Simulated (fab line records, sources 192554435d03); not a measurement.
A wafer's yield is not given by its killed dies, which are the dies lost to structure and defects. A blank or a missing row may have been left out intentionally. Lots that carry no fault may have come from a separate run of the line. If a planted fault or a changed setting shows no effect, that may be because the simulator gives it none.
fab line records	flow n5Finfet
record: lots: 11	wafers: 32	lastDay: 17
route steps=1938 shown BEOL_M13@1670 PASSIVATION@1936
lots with no fault: from the same line, run without faults
startH: hours from the record's first day to the start of the lot's first wafer shown	waitH: hours from the lot's prior step to this one	" the same as in the row above	L1.1+2: several wafers, shown together as one row	- either no value or no given start	* or withheld: withheld	< > ~ a bound
route shown NAME@n: names a module that has steps shown in the file, with the first one's number in the route	usual: mean/standard deviation of fault-free wafers	same: alike in all rows	chamber/n: place in a boat	sites: readings site by site	_std_site: how widely they spread, as a standard deviation	_edge_site: outer sites' mean less inner sites'	radiusMm: how far each site lies from the wafer's centre	mask NAME#n: copy n	behind: the tool/chamber that last shaped the wafer	hold: the reason the lot was held/the length of the hold in hours/how it ended	device: names the non-switching transistor (n, p or np)	end of line: the tests these same wafers got at the end of their route	a step without rows: its recipe alone	killed: the dies lost at the first sort to structure and to defects; this is not the yield of the wafer	map: dies across one wafer; x = killed, . = not, _ = none there
set.NAME: the setting that was run; set.NAME@STEP: the one run at that earlier step	model.NAME: the simulator's own value behind a step, which no gauge read
the route's steps for a sample of lots (tables are steps, rows are wafers)
services: from which hour (startH, from the record's first day; less than 0 if before it) a tool's chamber was out of use, for how many hours, and why
== steps ==
step: N5_BEOL_M13_OVL_MEAS_11
recipe: pointsPerWafer: 44
usual: V12_OVL: -5/4.9
lot.wafer	tool	chamber	startH	waitH	V12_OVL[nm]
L674.3	overlay-02	0	223.81	0.0	-3
L674.4	"	0	"	"	-3
L674.5	"	0	"	"	-10
L676.2	overlay-01	0	246.36	0.0	-9
L676.3	"	0	"	"	-6
L676.6	"	0	"	"	-9
L678.1	overlay-02	0	256.56	0.0	1
L678.5	"	0	"	"	-2
L678.6	"	0	"	"	2
L679.3	overlay-01	0	256.96	0.0	2
L679.4	"	0	"	"	1
L679.5	"	0	"	"	2
L689.2	overlay-01	0	325.83	0.0	-14
L689.6	"	0	"	"	-10
L691.1	overlay-02	0	343.26	0.0	-8
L691.3	"	0	"	"	-10
L691.5	"	0	"	"	-17
L692.2	overlay-01	0	343.65	0.0	-2
L692.4	"	0	"	"	-4
L692.5	"	0	"	"	-6
L694.2	overlay-01	0	351.19	0.0	-8
L694.4	"	0	"	"	-9
L694.6	"	0	"	"	-5
L693.3	overlay-02	0	351.34	0.0	-9
L693.5	"	0	"	"	-13
L693.6	"	0	"	"	-6
L695.1	overlay-01	0	361.35	0.0	-3
L695.2	"	0	"	"	-5
L695.4	"	0	"	"	0
L697.2	overlay-01	0	371.78	0.0	0
L697.5	"	0	"	"	-1
L697.6	"	0	"	"	1
step: N5_BEOL_M13_CD_MEAS_28
recipe: targetCdNm: 209.5	landingEnergyEv: 500	detector: seInlens
usual: cdNm: 209.1/1.7
lot.wafer	tool	chamber	startH	waitH	cdNm
L674.3	cdSem-02	0	224.85	-	209.3
L674.4	"	0	"	"	209.9
L674.5	"	0	"	"	207.3
L676.2	cdSem-03	0	247.36	-	206.9
L676.3	"	0	"	"	208.4
L676.6	"	0	"	"	207.7
L678.1	cdSem-01	0	257.47	-	209.4
L678.5	"	0	"	"	209.6
L678.6	"	0	"	"	210.7
L679.3	cdSem-01	0	258.27	-	209.3
L679.4	"	0	"	"	209.7
L679.5	"	0	"	"	210.1
L689.2	cdSem-01	0	326.87	-	207.2
L689.6	"	0	"	"	209.9
L691.1	cdSem-01	0	344.18	-	207.2
L691.3	"	0	"	"	209.2
L691.5	"	0	"	"	205.5
L692.2	cdSem-03	0	344.57	-	209.5
L692.4	"	0	"	"	210.8
L692.5	"	0	"	"	208.8
L694.2	cdSem-02	0	352.11	-	210.5
L694.4	"	0	"	"	210.8
L694.6	"	0	"	"	206.7
L693.3	cdSem-03	0	352.65	-	210.4
L693.5	"	0	"	"	207.8
L693.6	"	0	"	"	209.2
L695.1	cdSem-02	0	362.26	-	206.6
L695.2	"	0	"	"	207.3
L695.4	"	0	"	"	212.1
L697.2	cdSem-03	0	372.83	-	210.9
L697.5	"	0	"	"	210.9
L697.6	"	0	"	"	211.6
step: N5_BEOL_M13_STRIP_37
recipe: chemistry: N2/H2	powerW: 1000	tempC: 250	h2Frac: 0.65	overashFraction: 0.3	pressureMtorr: withheld	n2FlowSccm: 1750	h2FlowSccm: 3250
usual: drypumpMotorCurrentA: 5.4/0.65	heaterPowerW: 307/8	oesProductAu: 0.782/0.012
lot.wafer	tool	chamber	startH	waitH	drypumpMotorCurrentA	heaterPowerW	oesProductAu	rfHoursCounterH
L674.3	plasmaAsher-02	0	225.75	0.1	4.8	294	0.760	-
L674.4	"	1	"	"	6.2	314	0.778	-
L674.5	"	0	"	"	4.8	291	0.767	-
L676.2	plasmaAsher-02	0	248.06	0.0	4.8	289	0.799	119
L676.3	"	0	"	"	4.8	301	0.772	-
L676.6	"	1	"	"	6.2	298	0.770	-
L678.1	plasmaAsher-01	1	258.79	0.0	4.7	312	0.769	78
L678.5	"	1	"	"	4.7	308	0.782	-
L678.6	"	0	"	"	5.9	314	0.773	-
L679.3	plasmaAsher-02	0	259.59	0.1	4.9	296	0.762	-
L679.4	"	1	"	"	6.2	309	0.801	-
L679.5	"	0	"	"	4.8	298	0.772	-
L689.2	plasmaAsher-01	0	327.58	0.0	5.9	314	0.763	94
L689.6	"	0	"	"	5.9	313	0.770	-
L691.1	plasmaAsher-02	0	344.89	0.0	4.8	297	0.806	134
L691.3	"	1	"	"	6.2	304	0.765	-
L691.5	"	0	"	"	4.8	299	0.792	-
L692.2	plasmaAsher-02	0	345.44	0.0	4.8	296	0.772	135
L692.4	"	0	"	"	4.8	295	0.789	-
L692.5	"	0	"	"	4.8	292	0.809	-
L694.2	plasmaAsher-02	1	352.81	0.0	6.2	306	0.781	136
L694.4	"	0	"	"	4.8	296	0.795	-
L694.6	"	0	"	"	4.8	294	0.785	-
L693.3	plasmaAsher-02	1	353.42	0.1	6.2	316	0.773	-
L693.5	"	0	"	"	4.8	289	0.775	-
L693.6	"	1	"	"	6.2	311	0.790	-
L695.1	plasmaAsher-02	1	362.97	0.0	6.2	308	0.771	138
L695.2	"	0	"	"	4.8	293	0.776	138
L695.4	"	1	"	"	6.2	305	0.772	-
L697.2	plasmaAsher-01	0	373.53	0.0	5.9	309	0.782	104
L697.5	"	1	"	"	4.7	318	0.792	-
L697.6	"	0	"	"	5.9	306	0.784	-
step: N5_BEOL_M13_ETCH_38
recipe: chemistry: CF4/N2	target: SiCN	targetDepthA: 675	taperDeg: 2	timeS: 71.9	ionEnergyEv: 150	maskMaterial: SiO2	pressureMtorr: 40	sourceW: 430	biasW: 70	Ar_flow_sccm: 100	cf4FlowSccm: 60	n2FlowSccm: 60
usual: drypumpMotorCurrentA: 5.7/0.35	oesProductAu: 0.83/0.072	rfVppV: 382.8/1.5	showerheadPlenumPTorr: 2.23/0.049	throttleValvePct: 15.26/0.2
same: timeS: 71.9
lot.wafer	tool	chamber	startH	waitH	drypumpMotorCurrentA	oesProductAu	rfHoursCounterH	rfVppV	showerheadPlenumPTorr	throttleValvePct
L674.3	rieDiel-04	3	227.97	-	6.1	0.81	126	382.2	2.23	15.16
L674.4	"	0	"	"	5.4	0.73	190	383.4	2.28	15.54
L674.5	"	0	"	"	5.4	0.73	-	382.7	2.28	15.54
L676.2	rieDiel-01	1	248.14	-	5.7	0.80	78	385.1	2.32	15.45
L676.3	"	3	"	"	6.2	0.91	21	382.6	2.17	15.05
L676.6	"	2	"	"	5.8	0.85	-	381.4	2.17	15.57
L678.1	rieDiel-05	3	259.22	-	5.8	0.85	29	383.3	2.27	14.95
L678.5	"	3	"	"	5.8	0.84	-	382.8	2.27	14.96
L678.6	"	2	"	"	5.7	0.86	-	384.8	2.23	15.14
L679.3	rieDiel-01	3	259.88	-	6.2	0.90	25	381.4	2.17	15.07
L679.4	"	2	"	"	5.8	0.86	59	380.8	2.16	15.60
L679.5	"	0	"	"	5.6	0.95	-	381.0	2.17	15.16
L689.2	rieDiel-01	1	329.85	-	5.7	1.06	106	384.9	2.31	15.51
L689.6	"	3	"	"	6.2	1.18	-	381.5	2.16	15.12
L691.1	rieDiel-04	1	345.13	-	4.9	0.71	219	382.9	2.25	15.28
L691.3	"	3	"	"	6.1	0.77	163	381.5	2.22	15.22
L691.5	"	1	"	"	4.9	0.71	-	383.9	2.25	15.29
L692.2	rieDiel-05	0	346.24	-	5.0	1.01	3	382.6	2.26	14.97
L692.4	"	2	"	"	5.7	0.82	73	381.5	2.22	15.19
L692.5	"	2	"	"	5.7	0.82	-	383.0	2.22	15.21
L694.2	rieDiel-05	0	353.05	-	5.0	1.00	4	382.7	2.26	15.00
L694.4	"	2	"	"	5.7	0.83	-	383.1	2.22	15.21
L694.6	"	3	"	"	5.7	0.80	-	384.8	2.26	15.02
L693.3	rieDiel-05	3	353.85	-	5.8	0.80	53	382.5	2.26	15.01
L693.5	"	0	"	"	5.0	1.00	-	382.2	2.26	14.98
L693.6	"	3	"	"	5.8	0.80	-	382.5	2.26	15.00
L695.1	rieDiel-05	1	363.10	-	5.6	0.79	99	382.3	2.23	15.37
L695.2	"	0	"	"	5.0	0.99	8	381.8	2.26	14.99
L695.4	"	3	"	"	5.8	0.80	57	382.9	2.26	15.02
L697.2	rieDiel-05	0	376.97	-	5.0	0.97	12	384.5	2.26	14.99
L697.5	"	2	"	"	5.7	0.81	-	382.6	2.22	15.21
L697.6	"	3	"	"	5.8	0.80	-	383.7	2.26	15.01
step: N5_PASSIVATION_PROBE_49
usual: defectLimitedYield: 91.4/1.4	killed_at_M0_to_M3: 34/8.9	killed_at_M4_up: 13/4.6	killedAtContacts: 12/5.5	killedAtFrontEnd: 41/11	killedAtOther: 3.1/2.9	killedDies: 102/16	killedOpen: 66/11	killedShort: 34/7.6	sort_bin_5_function: 5.1/0.89	sort_bin_6_memory: 3.2/0.61	sort_bin_8_speed: 0.02/0.12	sortNPass: 1078/16
same: grossDies: 1180	killedAtBackSide: 0	sort_bin_4_leakage[%]: 0
lot.wafer	tool	chamber	startH	waitH	defectLimitedYield[%]	killed_at_M0_to_M3	killed_at_M4_up	killedAtContacts	killedAtFrontEnd	killedAtOther	killedDies	killedOpen	killedShort	sort_bin_5_function[%]	sort_bin_6_memory[%]	sort_bin_8_speed[%]	sortNPass
L674.3	prober-02	-	264.56	0.1	92.5	32	9	6	41	0	88	59	26	4.0	3.1	0	1092
L674.4	prober-02	-	264.61	0.2	89.5	50	6	4	56	8	124	74	50	5.8	4.1	0	1056
L674.5	prober-02	-	264.66	0.2	90.3	35	6	25	41	7	114	69	45	6.0	3.3	0	1066
L676.2	prober-01	-	277.57	0.1	91.8	38	14	12	31	2	97	68	28	4.7	3.3	0	1083
L676.3	prober-01	-	277.62	0.1	90.8	32	11	13	50	2	108	67	31	5.3	2.7	0	1072
L676.6	prober-01	-	277.77	0.3	92.4	31	14	2	42	1	90	67	22	4.2	3.4	0	1090
L678.1	prober-01	-	286.01	0.0	90.5	48	16	14	32	2	112	69	41	5.8	3.1	0	1068
L678.5	prober-01	-	286.21	0.2	89.8	54	12	5	46	3	120	71	49	6.7	3.1	0	1060
L678.6	prober-01	-	286.26	0.3	92.7	36	15	15	15	5	86	54	32	4.3	2.8	0	1094
L679.3	prober-02	-	290.44	0.1	90.8	45	10	16	37	1	109	68	41	5.1	3.6	0	1071
L679.4	prober-02	-	290.49	0.2	91.9	35	9	19	32	1	96	65	29	4.6	3.2	0	1084
L679.5	prober-02	-	290.54	0.2	92.9	31	14	7	29	3	84	53	31	4.4	2.5	0	1096
L689.2	prober-02	-	358.13	0.1	89.7	32	13	15	56	6	122	76	45	6.4	3.6	0	1058
L689.6	prober-02	-	358.33	0.3	92.2	26	9	4	38	15	92	67	23	3.6	4.0	0	1088
L691.1	prober-01	-	374.09	0.0	90.0	33	17	10	53	5	118	73	44	6.5	3.1	0	1062
L691.3	prober-01	-	374.19	0.1	89.9	32	21	4	58	4	119	79	40	5.8	3.9	0	1061
L691.5	prober-01	-	374.29	0.2	92.1	32	13	15	31	2	93	62	31	4.6	3.1	0	1087
L692.2	prober-02	-	374.35	0.1	91.4	32	9	10	47	3	101	75	26	5.3	3.0	0	1079
L692.4	prober-02	-	374.45	0.2	91.4	36	15	10	39	2	102	62	40	4.7	3.6	0	1078
L692.5	prober-02	-	374.50	0.2	93.0	32	12	6	31	2	83	62	21	4.2	2.8	0	1097
L694.2	prober-01	-	380.96	0.1	92.7	19	10	22	35	0	86	53	32	3.9	3.1	0.08	1094
L694.4	prober-01	-	381.06	0.2	91.4	41	15	15	27	3	101	68	32	5.8	2.5	0	1079
L694.6	prober-01	-	381.16	0.3	92.5	29	21	14	22	2	88	67	19	4.7	2.6	0	1092
L693.3	prober-02	-	384.82	0.1	91.4	40	9	14	38	1	102	70	32	5.5	3.0	0	1078
L693.5	prober-02	-	384.92	0.2	91.2	38	19	7	39	1	104	71	33	5.2	3.5	0	1076
L693.6	prober-02	-	384.97	0.3	89.2	52	17	15	39	5	128	84	44	5.8	4.5	0	1052
L695.1	prober-02	-	391.92	0.0	92.0	44	16	5	25	4	94	54	37	4.7	2.7	0	1086
L695.2	prober-02	-	391.97	0.1	90.3	37	16	16	38	7	114	81	31	5.4	3.9	0	1066
L695.4	prober-02	-	392.07	0.2	91.4	32	10	11	48	0	101	60	41	5.3	2.9	0	1079
L697.2	prober-01	-	407.83	0.1	92.8	25	14	7	38	1	85	45	38	3.8	2.5	0.17	1095
L697.5	prober-01	-	407.98	0.2	92.8	33	16	7	27	2	85	55	30	3.4	3.6	0	1095
L697.6	prober-01	-	408.03	0.3	91.1	42	19	6	36	2	105	63	42	5.6	3.1	0	1075
killed by level:class
L674.3 BEOL_M3:geometricParticle:open=14 FIN_SAQP:geometricParticle:open=10 FIN_SAQP:geometricParticle:short=6 BEOL_M1:geometricParticle:open=6 MOL_CONTACT_COAG:geometricParticle:open=5 GATE_CUT:geometricParticle:short=4 BEOL_M2:geometricParticle:open=4 STI_FIN_REVEAL:geometricParticle:open=3
L674.4 BEOL_M0_SAQP:geometricParticle:open=17 BEOL_M0_SAQP:geometricParticle:short=11 FIN_SAQP:geometricParticle:short=9 FIN_SAQP:geometricParticle:open=9 GATE_CUT:geometricParticle:short=8 BEOL_M1:geometricParticle:open=6 STI_FIN_REVEAL:geometricParticle:open=5 DUMMY_GATE:geometricParticle:open=5
L674.5 MOL_CONTACT_COAG:geometricParticle:open=19 BEOL_M2:geometricParticle:open=9 FIN_SAQP:geometricParticle:open=8 BEOL_M0_SAQP:geometricParticle:short=8 BEOL_M3:geometricParticle:open=8 GATE_CUT:geometricParticle:short=6 GATE_CUT:geometricParticle:open=6 MOL_CONTACT_COAG:geometricParticle:short=6
L676.2 MOL_CONTACT_COAG:geometricParticle:open=9 BEOL_M1:geometricParticle:open=9 FIN_SAQP:geometricParticle:open=8 BEOL_M2:geometricParticle:open=8 BEOL_M3:geometricParticle:open=6 BEOL_M4:geometricParticle:open=6 FIN_SAQP:geometricParticle:short=5 GATE_CUT:geometricParticle:short=5
L676.3 FIN_SAQP:geometricParticle:open=12 MOL_CONTACT_COAG:geometricParticle:open=12 BEOL_M0_SAQP:geometricParticle:short=10 FIN_SAQP:geometricParticle:short=9 HKMG_FIN:areaEtch=9 BEOL_M3:geometricParticle:open=8 GATE_CUT:geometricParticle:short=6 DUMMY_GATE:geometricParticle:open=5
L676.6 BEOL_M3:geometricParticle:open=11 FIN_SAQP:geometricParticle:open=10 FIN_SAQP:geometricParticle:short=8 BEOL_M2:geometricParticle:open=6 STI_FIN_REVEAL:geometricParticle:open=5 BEOL_M0_SAQP:geometricParticle:open=5 BEOL_M7:geometricParticle:open=5 STARTING-WAFER:geometricParticle:open=5
L678.1 BEOL_M0_SAQP:geometricParticle:open=13 BEOL_M0_SAQP:geometricParticle:short=11 MOL_CONTACT_COAG:geometricParticle:open=11 FIN_SAQP:geometricParticle:open=10 BEOL_M1:geometricParticle:short=8 BEOL_M4:geometricParticle:open=8 BEOL_M3:geometricParticle:open=7 FIN_SAQP:geometricParticle:short=6
L678.5 BEOL_M0_SAQP:geometricParticle:open=21 BEOL_M0_SAQP:geometricParticle:short=18 FIN_SAQP:geometricParticle:short=13 BEOL_M1:geometricParticle:open=9 STI_FIN_REVEAL:geometricParticle:open=7 FIN_SAQP:geometricParticle:open=6 MOL_CONTACT_COAG:geometricParticle:open=5 BEOL_M4:geometricParticle:open=5
L678.6 BEOL_M0_SAQP:geometricParticle:short=15 MOL_CONTACT_COAG:geometricParticle:open=14 BEOL_M5:geometricParticle:open=8 BEOL_M0_SAQP:geometricParticle:open=7 BEOL_M2:geometricParticle:open=4 STARTING-WAFER:geometricParticle:open=4 BEOL_M1:geometricParticle:open=3 BEOL_M3:geometricParticle:open=3
L679.3 BEOL_M1:geometricParticle:open=16 MOL_CONTACT_COAG:geometricParticle:open=13 GATE_CUT:geometricParticle:short=8 STI_FIN_REVEAL:geometricParticle:open=7 BEOL_M3:geometricParticle:open=7 FIN_SAQP:geometricParticle:open=5 FIN_SAQP:geometricParticle:short=5 BEOL_M0_SAQP:geometricParticle:short=5
L679.4 MOL_CONTACT_COAG:geometricParticle:open=16 BEOL_M3:geometricParticle:open=11 BEOL_M1:geometricParticle:open=11 BEOL_M3:geometricParticle:short=7 FIN_SAQP:geometricParticle:open=5 DUMMY_GATE:geometricParticle:open=5 STARTING-WAFER:geometricParticle:short=5 FIN_SAQP:geometricParticle:short=4
L679.5 FIN_SAQP:geometricParticle:open=6 BEOL_M2:geometricParticle:open=6 STI_FIN_REVEAL:geometricParticle:open=5 DUMMY_GATE:geometricParticle:open=5 BEOL_M0_SAQP:geometricParticle:short=5 BEOL_M1:geometricParticle:open=5 MOL_CONTACT_COAG:geometricParticle:open=4 BEOL_M3:geometricParticle:short=4
L689.2 STI_FIN_REVEAL:geometricParticle:open=15 MOL_CONTACT_COAG:geometricParticle:open=12 DUMMY_GATE:geometricParticle:open=11 BEOL_M0_SAQP:geometricParticle:open=11 BEOL_M0_SAQP:geometricParticle:short=8 FIN_SAQP:geometricParticle:short=6 BEOL_M4:geometricParticle:open=6 STI_FIN_REVEAL:geometricParticle:short=5
L689.6 STI_FIN_REVEAL:geometricParticle:open=8 DUMMY_GATE:geometricParticle:open=8 BEOL_M0_SAQP:geometricParticle:open=8 MIM_TOP_ETCH:geometricParticle:short=8 GATE_CUT:geometricParticle:open=7 STARTING-WAFER:geometricParticle:open=5 BEOL_M2:geometricParticle:open=4 GATE_CUT:geometricParticle:short=4
L691.1 FIN_SAQP:geometricParticle:short=14 STI_FIN_REVEAL:geometricParticle:open=12 MOL_CONTACT_COAG:geometricParticle:open=9 FIN_SAQP:geometricParticle:open=8 DUMMY_GATE:geometricParticle:open=7 BEOL_M4:geometricParticle:open=7 BEOL_M0_SAQP:geometricParticle:short=6 BEOL_M0_SAQP:geometricParticle:open=5
L691.3 FIN_SAQP:geometricParticle:short=15 STI_FIN_REVEAL:geometricParticle:open=14 FIN_SAQP:geometricParticle:open=11 BEOL_M0_SAQP:geometricParticle:short=8 BEOL_M0_SAQP:geometricParticle:open=8 BEOL_M1:geometricParticle:open=7 BEOL_M4:geometricParticle:open=6 BEOL_M4:geometricParticle:short=5
L691.5 MOL_CONTACT_COAG:geometricParticle:open=11 GATE_CUT:geometricParticle:short=7 BEOL_M1:geometricParticle:open=7 BEOL_M4:geometricParticle:open=6 DUMMY_GATE:geometricParticle:open=5 BEOL_M0_SAQP:geometricParticle:open=5 BEOL_M2:geometricParticle:open=5 BEOL_M3:geometricParticle:open=5
L692.2 FIN_SAQP:geometricParticle:open=15 BEOL_M1:geometricParticle:open=13 MOL_CONTACT_COAG:geometricParticle:open=10 FIN_SAQP:geometricParticle:short=5 STI_FIN_REVEAL:geometricParticle:open=5 BEOL_M0_SAQP:geometricParticle:open=5 STI_FIN_REVEAL:geometricParticle:short=4 GATE_CUT:geometricParticle:open=4
L692.4 BEOL_M3:geometricParticle:open=9 FIN_SAQP:geometricParticle:short=8 BEOL_M1:geometricParticle:open=8 MOL_CONTACT_COAG:geometricParticle:open=7 GATE_CUT:geometricParticle:open=6 BEOL_M0_SAQP:geometricParticle:short=6 FIN_SAQP:geometricParticle:open=5 GATE_CUT:geometricParticle:short=5
L692.5 FIN_SAQP:geometricParticle:short=11 BEOL_M1:geometricParticle:open=10 BEOL_M3:geometricParticle:open=9 FIN_SAQP:geometricParticle:open=8 MOL_CONTACT_COAG:geometricParticle:open=6 DUMMY_GATE:geometricParticle:open=5 BEOL_M2:geometricParticle:open=4 BEOL_M5:geometricParticle:open=4
L694.2 MOL_CONTACT_COAG:geometricParticle:open=17 DUMMY_GATE:geometricParticle:open=6 GATE_CUT:geometricParticle:short=6 BEOL_M0_SAQP:geometricParticle:short=6 BEOL_M4:geometricParticle:open=6 STARTING-WAFER:geometricParticle:short=6 MOL_CONTACT_COAG:geometricParticle:short=5 STARTING-WAFER:geometricParticle:open=4
L694.4 MOL_CONTACT_COAG:geometricParticle:open=14 BEOL_M0_SAQP:geometricParticle:open=13 BEOL_M3:geometricParticle:open=12 DUMMY_GATE:geometricParticle:open=7 FIN_SAQP:geometricParticle:short=6 BEOL_M0_SAQP:geometricParticle:short=5 STARTING-WAFER:geometricParticle:short=5 BEOL_M4:geometricParticle:open=4
L694.6 MOL_CONTACT_COAG:geometricParticle:open=12 BEOL_M4:geometricParticle:open=12 BEOL_M3:geometricParticle:open=10 BEOL_M0_SAQP:geometricParticle:open=9 BEOL_M2:geometricParticle:open=6 DUMMY_GATE:geometricParticle:open=4 STARTING-WAFER:geometricParticle:short=4 GATE_CUT:geometricParticle:open=3
L693.3 FIN_SAQP:geometricParticle:open=11 BEOL_M3:geometricParticle:open=10 MOL_CONTACT_COAG:geometricParticle:open=10 BEOL_M1:geometricParticle:open=10 BEOL_M0_SAQP:geometricParticle:short=8 DUMMY_GATE:geometricParticle:open=7 BEOL_M4:geometricParticle:open=5 DUMMY_GATE:geometricParticle:short=4
L693.5 BEOL_M0_SAQP:geometricParticle:open=9 FIN_SAQP:geometricParticle:open=8 BEOL_M0_SAQP:geometricParticle:short=8 MOL_CONTACT_COAG:geometricParticle:open=7 BEOL_M5:geometricParticle:open=7 STI_FIN_REVEAL:geometricParticle:open=6 DUMMY_GATE:geometricParticle:open=6 BEOL_M2:geometricParticle:open=5
L693.6 FIN_SAQP:geometricParticle:open=12 BEOL_M0_SAQP:geometricParticle:open=12 MOL_CONTACT_COAG:geometricParticle:open=11 BEOL_M0_SAQP:geometricParticle:short=11 BEOL_M3:geometricParticle:open=10 FIN_SAQP:geometricParticle:short=5 STARTING-WAFER:geometricParticle:open=5 BEOL_M2:geometricParticle:short=5
L695.1 BEOL_M0_SAQP:geometricParticle:short=14 BEOL_M0_SAQP:geometricParticle:open=9 BEOL_M1:geometricParticle:open=9 BEOL_M4:geometricParticle:open=8 BEOL_M3:geometricParticle:open=6 ILD0:geometricParticle:short=4 ILD0:geometricParticle:open=4 BEOL_M4:geometricParticle:short=4
L695.2 STI_FIN_REVEAL:geometricParticle:open=15 BEOL_M0_SAQP:geometricParticle:open=14 MOL_CONTACT_COAG:geometricParticle:open=14 BEOL_M4:geometricParticle:open=12 BEOL_M0_SAQP:geometricParticle:short=8 BEOL_M2:geometricParticle:open=5 FIN_SAQP:geometricParticle:short=4 STARTING-WAFER:geometricParticle:short=4
L695.4 STI_FIN_REVEAL:geometricParticle:open=9 BEOL_M0_SAQP:geometricParticle:open=9 ILD0:geometricParticle:short=8 BEOL_M0_SAQP:geometricParticle:short=7 MOL_CONTACT_COAG:geometricParticle:open=7 BEOL_M3:geometricParticle:open=7 FIN_SAQP:geometricParticle:open=6 FIN_SAQP:geometricParticle:short=5
L697.2 STI_FIN_REVEAL:geometricParticle:open=8 MOL_CONTACT_COAG:geometricParticle:open=6 DUMMY_GATE:geometricParticle:open=5 BEOL_M0_SAQP:geometricParticle:short=5 BEOL_M3:geometricParticle:short=5 FIN_SAQP:geometricParticle:open=4 FIN_SAQP:geometricParticle:short=4 BEOL_M0_SAQP:geometricParticle:open=4
L697.5 BEOL_M4:geometricParticle:open=12 BEOL_M3:geometricParticle:open=9 BEOL_M0_SAQP:geometricParticle:short=8 BEOL_M0_SAQP:geometricParticle:open=6 STI_FIN_REVEAL:geometricParticle:open=5 STARTING-WAFER:geometricParticle:short=5 MOL_CONTACT_COAG:geometricParticle:open=4 STARTING-WAFER:geometricParticle:open=4
L697.6 BEOL_M0_SAQP:geometricParticle:short=11 STI_FIN_REVEAL:geometricParticle:open=7 BEOL_M0_SAQP:geometricParticle:open=7 BEOL_M3:geometricParticle:open=7 FIN_SAQP:geometricParticle:open=6 BEOL_M4:geometricParticle:open=6 FIN_SAQP:geometricParticle:short=5 BEOL_M1:geometricParticle:short=5
== services ==
tool	chamber	startH	hours	kind
rieDiel-04	3	204.29	12.3	repair
rieDiel-01	-	205.20	14.6	pm
rieDiel-01	0	229.39	-	clean
rieDiel-01	0	229.39	-	consumableReplace:focusRing
rieDiel-01	0	229.39	20.3	scheduledDown
rieDiel-05	0	231.27	1.3	repair
rieDiel-01	2	241.99	4.6	repair
rieDiel-05	-	266.35	15.6	pm
plasmaAsher-02	-	267.50	2.8	pm
rieDiel-01	2	279.08	5.3	repair
plasmaAsher-02	-	283.12	9.5	repair
rieDiel-05	0	301.90	5.6	repair
rieDiel-05	0	319.78	-	clean
rieDiel-05	0	319.78	-	consumableReplace:focusRing
rieDiel-05	0	319.78	18.1	scheduledDown
rieDiel-05	0	319.78	18.1	ventCycle
plasmaAsher-01	-	337.33	0.8	repair
rieDiel-01	3	339.32	3.9	repair
plasmaAsher-01	-	343.98	1.4	repair
rieDiel-05	1	352.70	1.2	repair
rieDiel-01	2	358.50	3.5	repair
rieDiel-04	2	368.45	6.1	repair
rieDiel-05	2	370.24	2.6	repair
rieDiel-01	-	376.60	0.3	repair
== key ==
firstSign: step: N5_BEOL_M13_ETCH_38	reading: oesProductAu	direction: up	sigmas: 4.1	usual: 0.83	struck: 1.12
effect none on later readings
metAt N5_BEOL_M13_ETCH_38
struckLots L689
struckWafers L689.2,L689.6
notActingAt N5_BEOL_M13_OVL_MEAS_11,N5_BEOL_M13_CD_MEAS_28,N5_BEOL_M13_STRIP_37
onsetBetween 259.88 329.85
fault: kind: processParameterDrift	tool: rieDiel-01	chamber: -	onsetH: 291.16	steps: N5_BEOL_M13_ETCH_38	channel: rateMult	offset: 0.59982	shape: step	endH: 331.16	scope: struckWafersOnly
